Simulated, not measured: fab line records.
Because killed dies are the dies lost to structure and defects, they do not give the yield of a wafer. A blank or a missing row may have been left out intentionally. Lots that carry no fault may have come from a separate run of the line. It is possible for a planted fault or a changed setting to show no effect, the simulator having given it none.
Comparing a struck lot with a sound one -- flow nand harc -- 17 out of 1159 route steps
Sound: wafers L956.2, L956.3, L956.5. Struck: wafers L962.2, L962.4. (L962.3 of the same lot was not struck and is left out.) The cause comes at the end.
Each step with rows lists, per side, the tool, then ch with its chambers, then its first start. Under that, the readings that differ: sound wafers -- struck wafers -- difference of the means -- sigmas: that difference in standard deviations of wafers without a fault.
alike: readings with means less than 2 such deviations apart, plus words and numbers identical on both sides. not compared: withheld readings, readings lacking a value on some wafer, bounds such as >300 that could conceal the same value, and numbers that have no deviation in the record and whose values overlap.
The two part at a step that has a row with sigmas, a row that says differs or no value, or rows on one side only. When numbers do not overlap yet have no deviation, they are printed without sigmas and do not part them. A reading missing from all wafers of one side parts the sides only when that side holds two or more wafers.

NHARC_A_M1_INSPECT_11:
  sound: defect inspect-02 at day 18 01:48; struck: defect inspect-02 at day 20 00:19
  alike: raw defect count
then, 1 step without rows for these wafers: NHARC_A_M1_DESCUM_14 (chemistry O2, time 3 s).
NHARC_A_M1_ETCH_35: etches the open film in N2/H2, target depth 40 nm, overetch 12 nm, time 43.94 s.
  sound on rie diel-06 ch 0,1, day 18 01:58; struck on rie diel-02 ch 2,3, day 20 00:28
  alike: drypump motor current A, mfc ar sccm, oes product au, rf vpp V, showerhead plenum p Torr, throttle valve pct
  not compared: rf hours counter h
then, 1 step without rows for these wafers: NHARC_A_M1_ETCH_15 (etches the open film in C4F8/Ar, target depth 182.5 nm, time 91.2 s).
NHARC_A_M1_CD_MEAS_16:
  sound: cd sem-02 at day 18 02:11; struck: cd sem-03 at day 20 00:41
  alike: cd nm
then, 1 step without rows for these wafers: NHARC_A_M1_STRIP_18 (strips in N2/H2).
NHARC_A_M1_ETCH_28: etches the open film in CF4/N2, target depth 30 nm, time 72.99 s.
  sound on rie diel-02 ch 0,1,2; struck on rie diel-02 ch 0,3
  alike: drypump motor current A, mfc ar sccm, oes product au, rf vpp V, showerhead plenum p Torr, throttle valve pct
  not compared: rf hours counter h
then, 1 step without rows for these wafers: NHARC_A_M1_STRIP_19 (strips in post etch residue remover, time 600 s).
NHARC_A_M1_DEGAS_29: time 60 s.
  sound: pvd sputter-03 at day 18 02:56; struck: pvd sputter-01 at day 20 01:25
  alike: heater power w
then, 1 step without rows for these wafers: NHARC_A_M1_PRE_CLEAN_30 (time 30 s).
NHARC_A_M1_PVD_20: deposits TaN, target thk 5 nm, time 8.06 s.
  sound on pvd sputter-03; struck on pvd sputter-01
  alike: substrate temp c, throttle valve pct
then, 1 step without rows for these wafers: NHARC_A_M1_PVD_21 (deposits Cu, target thk 30 nm, time 20.49 s).
NHARC_A_M1_ECD_22: material Cu, target thk 400 nm.
  sound on ecd cu-01 ch 1, day 18 03:18; struck on ecd cu-01 ch 0,1, day 20 01:47
NHARC_A_M1_ANNEAL_31: time 90 s.
  sound on rtp anneal-01 ch 0, day 18 03:45; struck on rtp anneal-01 ch 0, day 20 02:13
  alike: wafer_temp_C_max
NHARC_A_M1_CMP_23: polishes, t overpolish 20 s, target thk 154.34 nm.
  sound on cmp-03 ch 1,2, day 18 04:02; struck on cmp-02 ch 0,2, day 20 02:31
reading,sound,struck,difference,sigmas
time to endpoint s (s),32.2 33.8 34.0,10.9 11.2,-22.3,-7
  alike: motor current A
NHARC_A_M1_THK_MEAS_24: measures by xrf.
  sound: film metro-01 at day 18 04:22; struck: film metro-01 at day 20 02:49
reading,sound,struck,difference,sigmas
thk nm (nm),156.2 155.8 157.5,153.8 151.6,-3.8,-2
NHARC_END_SORT_01:
  the record has rows for the sound wafers here (prober-01 ch 0, day 20 01:32) and none for the struck ones

== WHERE THEY PART ==
At NHARC_A_M1_CMP_23 first; at NHARC_END_SORT_01 last (within this record only).

WHY: whatever the simulator had introduced
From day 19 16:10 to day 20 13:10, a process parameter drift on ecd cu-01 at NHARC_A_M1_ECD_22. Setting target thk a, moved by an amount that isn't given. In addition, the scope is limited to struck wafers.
